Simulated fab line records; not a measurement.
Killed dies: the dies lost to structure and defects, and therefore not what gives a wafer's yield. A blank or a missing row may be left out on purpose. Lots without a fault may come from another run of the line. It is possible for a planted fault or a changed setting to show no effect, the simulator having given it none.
fab line records + flow nand_harc
record:
- lots: 6
- wafers: 18
- last_day: 32
route steps=1302 shown P_START@1 P_ZERO_WELL@2 END@1302
lots with no fault: from the same line, run without faults
start_h: the number of hours between the record's first day and the start of the first shown wafer of the lot + wait_h: time in hours since the lot's previous step + " as in the row above + L1.1+2: a row that stands for several wafers + - no value, or no start given + * or withheld: withheld + < > ~ a bound
route shown NAME@n: NAME is a module with steps in the file, n the number in the route of the first one + usual: mean and standard deviation over wafers with no fault + same: alike in all rows + chamber/n: place in a boat + sites: per-site readings + _std_site: how widely they spread, as a standard deviation + _edge_site: outer sites' mean less inner sites' + radius_mm: for every site, how far away it sits from the centre of the wafer + mask NAME#n: copy n + behind: the last tool/chamber to shape the wafer + hold: reason for holding the lot/hours on hold/outcome of the hold + device: the n, p or np transistor that did not switch + end of line: the same wafers' tests at the end of the route + for a step that has no rows: nothing shown but its recipe + killed: the dies lost at the first sort to structure and to defects; this is not the yield of the wafer + map: shows each die of a wafer: x if killed, . if not, _ if none is there
set.NAME: the run value of the setting; set.NAME@STEP: its run value at that earlier step + model.NAME: the simulator's own value behind a step, which no gauge read
certain route steps with their lots: each step a table, each wafer a row
services: from which hour (start_h, from the record's first day; less than 0 if before it) a tool's chamber was out of use, for how many hours, and why
== steps ==
step: NHARC_P_START_INSPECT_01
usual:
- raw_defect_count: 3.8/2.1
| lot.wafer | tool              | chamber | start_h | wait_h | raw_defect_count |
|-----------|-------------------|---------|---------|--------|------------------|
| L316.2    | defect_inspect-01 | -       | 30.04   | -      | 4                |
| L316.4    | "                 | -       | "       | "      | 7                |
| L316.5    | "                 | -       | "       | "      | 1                |
| L323.3    | defect_inspect-01 | -       | 100.04  | -      | 5                |
| L323.5    | "                 | -       | "       | "      | 7                |
| L323.6    | "                 | -       | "       | "      | 1                |
| L327.4    | defect_inspect-02 | -       | 140.05  | -      | 2                |
| L327.5    | "                 | -       | "       | "      | 2                |
| L327.6    | "                 | -       | "       | "      | 3                |
| L328.1    | defect_inspect-02 | -       | 150.03  | -      | 4                |
| L328.2    | "                 | -       | "       | "      | 1                |
| L328.3    | "                 | -       | "       | "      | 3                |
| L330.1    | defect_inspect-01 | -       | 170.04  | -      | 3                |
| L330.2    | "                 | -       | "       | "      | 3                |
| L330.4    | "                 | -       | "       | "      | 1                |
| L335.2    | defect_inspect-01 | -       | 220.04  | -      | 4                |
| L335.3    | "                 | -       | "       | "      | 4                |
| L335.5    | "                 | -       | "       | "      | 6                |
step: NHARC_P_ZERO_WELL_PRECLEAN_00
recipe:
- time_s: 600
- temp_c: 120
- chemistry: SPM
step: NHARC_P_ZERO_WELL_SRD_01
step: NHARC_P_ZERO_WELL_PECVD_02
recipe:
- target_thk_a: 100
- temp_c: 400
- pressure_torr: 6.5
- rf_w: withheld
- teos_flow_sccm: withheld
- flow_sccm: 2650
- target_thk_nm: 10
- gas: O2
- material: SiO2
step: NHARC_P_ZERO_WELL_DEHYDRATE_03
recipe:
- temp_c: 150
- time_s: 120
step: NHARC_P_ZERO_WELL_HMDS_04
recipe:
- time_s: 30
step: NHARC_P_ZERO_WELL_COAT_64
recipe:
- temp_c: 200
- time_s: 65
step: NHARC_P_ZERO_WELL_COAT_05
recipe:
- spin_rpm: 2000
- resist_thk_nm: 600
step: NHARC_P_ZERO_WELL_SOFTBAKE_06
recipe:
- temp_c: 125
- time_s: 70
usual:
- heater_power_total_W: 200.8/1.2
| lot.wafer | tool           | chamber | start_h | wait_h | heater_power_total_W |
|-----------|----------------|---------|---------|--------|----------------------|
| L316.2    | litho_track-05 | 0       | 30      | -      | 198.9                |
| L316.4    | "              | 0       | "       | "      | 199.1                |
| L316.5    | "              | 0       | "       | "      | 202.6                |
| L323.3    | litho_track-07 | 0       | 100     | -      | 201.6                |
| L323.5    | "              | 0       | "       | "      | 202.5                |
| L323.6    | "              | 0       | "       | "      | 201.1                |
| L327.4    | litho_track-05 | 0       | 140     | -      | 339.0                |
| L327.5    | "              | 0       | "       | "      | 199.4                |
| L327.6    | "              | 0       | "       | "      | 202.0                |
| L328.1    | litho_track-05 | 0       | 150     | -      | 200.3                |
| L328.2    | "              | 0       | "       | "      | 202.5                |
| L328.3    | "              | 0       | "       | "      | 335.9                |
| L330.1    | litho_track-07 | 0       | 170     | -      | 198.9                |
| L330.2    | "              | 0       | "       | "      | 202.0                |
| L330.4    | "              | 0       | "       | "      | 201.2                |
| L335.2    | litho_track-02 | 0       | 220     | -      | 202.7                |
| L335.3    | "              | 0       | "       | "      | 199.2                |
| L335.5    | "              | 0       | "       | "      | 200.7                |
step: NHARC_P_ZERO_WELL_EBR_07
step: NHARC_P_ZERO_WELL_EXPOSE_08
recipe:
- na: 0.55
- target_cd_nm: 500
- dose_mj: 33.8
- mask_id: P_ZERO
step: NHARC_P_ZERO_WELL_PEB_09
recipe:
- peb_temp_c: 128
- peb_time_s: 80
step: NHARC_P_ZERO_WELL_DEVELOP_10
recipe:
- time_s: 50
- dev_temp_c: 22
step: NHARC_P_ZERO_WELL_CD_MEAS_11
recipe:
- target_cd_nm: 500
- landing_energy_ev: 500
usual:
- cd_nm: 500.1/1.7
| lot.wafer | tool      | chamber | start_h | wait_h | cd_nm |
|-----------|-----------|---------|---------|--------|-------|
| L316.2    | cd_sem-02 | 0       | 31.24   | -      | 499.0 |
| L316.4    | "         | 0       | "       | "      | 498.8 |
| L316.5    | "         | 0       | "       | "      | 499.4 |
| L323.3    | cd_sem-03 | 0       | 101.22  | -      | 500.0 |
| L323.5    | "         | 0       | "       | "      | 501.5 |
| L323.6    | "         | 0       | "       | "      | 500.6 |
| L327.4    | cd_sem-02 | 0       | 141.26  | -      | 492.3 |
| L327.5    | "         | 0       | "       | "      | 499.4 |
| L327.6    | "         | 0       | "       | "      | 501.6 |
| L328.1    | cd_sem-03 | 0       | 151.24  | -      | 500.3 |
| L328.2    | "         | 0       | "       | "      | 500.0 |
| L328.3    | "         | 0       | "       | "      | 495.8 |
| L330.1    | cd_sem-03 | 0       | 171.12  | -      | 501.0 |
| L330.2    | "         | 0       | "       | "      | 503.1 |
| L330.4    | "         | 0       | "       | "      | 499.5 |
| L335.2    | cd_sem-02 | 0       | 221.25  | -      | 500.2 |
| L335.3    | "         | 0       | "       | "      | 499.4 |
| L335.5    | "         | 0       | "       | "      | 498.9 |
step: NHARC_P_ZERO_WELL_HARDBAKE_12
recipe:
- temp_c: 118
- time_s: 65
step: NHARC_END_SORT_01
recipe:
- temp_c: 25
usual:
- killed_at_array: 46/15
- killed_at_other: 0.8/1.1
- killed_at_periphery: 4.0/2.9
- killed_dies: 50/15
- killed_open: 3.2/1.8
- killed_short: 2.3/1.6
same:
- gross_dies: 677
| lot.wafer | tool      | chamber | start_h | wait_h | killed_at_array | killed_at_other | killed_at_periphery | killed_dies | killed_open | killed_short |
|-----------|-----------|---------|---------|--------|-----------------|-----------------|---------------------|-------------|-------------|--------------|
| L327.4    | prober-01 | 0       | 677.66  | 3.4    | 29              | 0               | 2                   | 31          | 2           | 2            |
killed by level:class
L327.4 A_CHANNEL_HOLE_D2:chamber_film_flake=12 A_CHANNEL_HOLE_D1:chamber_film_flake=6 A_CONTACT:chamber_film_flake=4 A_ONON_D2:geometric_particle:short=2 A_WL_FILL:chamber_film_flake=2 P_GATE:geometric_particle:open=1 A_ONON_D1:geometric_particle:open=1 P_CONTACT:chamber_film_flake=1
== services ==
| tool           | chamber | start_h | hours | kind                      |
|----------------|---------|---------|-------|---------------------------|
| litho_track-02 | -       | 52.00   | 7.0   | pm                        |
| litho_track-07 | -       | 76.00   | 7.0   | pm                        |
| litho_track-05 | -       | 118.27  | -     | consumable_replace:filter |
| litho_track-05 | -       | 124.01  | 7.0   | pm                        |
== key ==
first_sign:
- step: NHARC_P_ZERO_WELL_SOFTBAKE_06
- reading: heater_power_total_W
- direction: up
- sigmas: 99+
- usual: *
- struck: *
effect:
- step: NHARC_P_ZERO_WELL_CD_MEAS_11
- reading: cd_nm
- direction: down
- sigmas: 3.6
- usual: 500.1
- struck: 494.1
met_at NHARC_P_ZERO_WELL_SOFTBAKE_06
struck_wafers L327.4,L328.3
tester_left_out L327,L328
onset_between 30 140
fault:
- kind: process_parameter_drift
- tool: litho_track-05
- chamber: -
- onset_h: 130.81
- steps: NHARC_P_ZERO_WELL_SOFTBAKE_06
- channel: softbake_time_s
- offset: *
- shape: step
- end_h: 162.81
- scope: struck_wafers_only
- acts_in: *
- stated: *
tester_left_out: of these lots the tester's yield and bins aren't shown, on N5 and GAA mostly nor the transistor test; their killed dies are dies lost to structure and defects alone, not to doping, threshold or leakage, so they don't give the yield
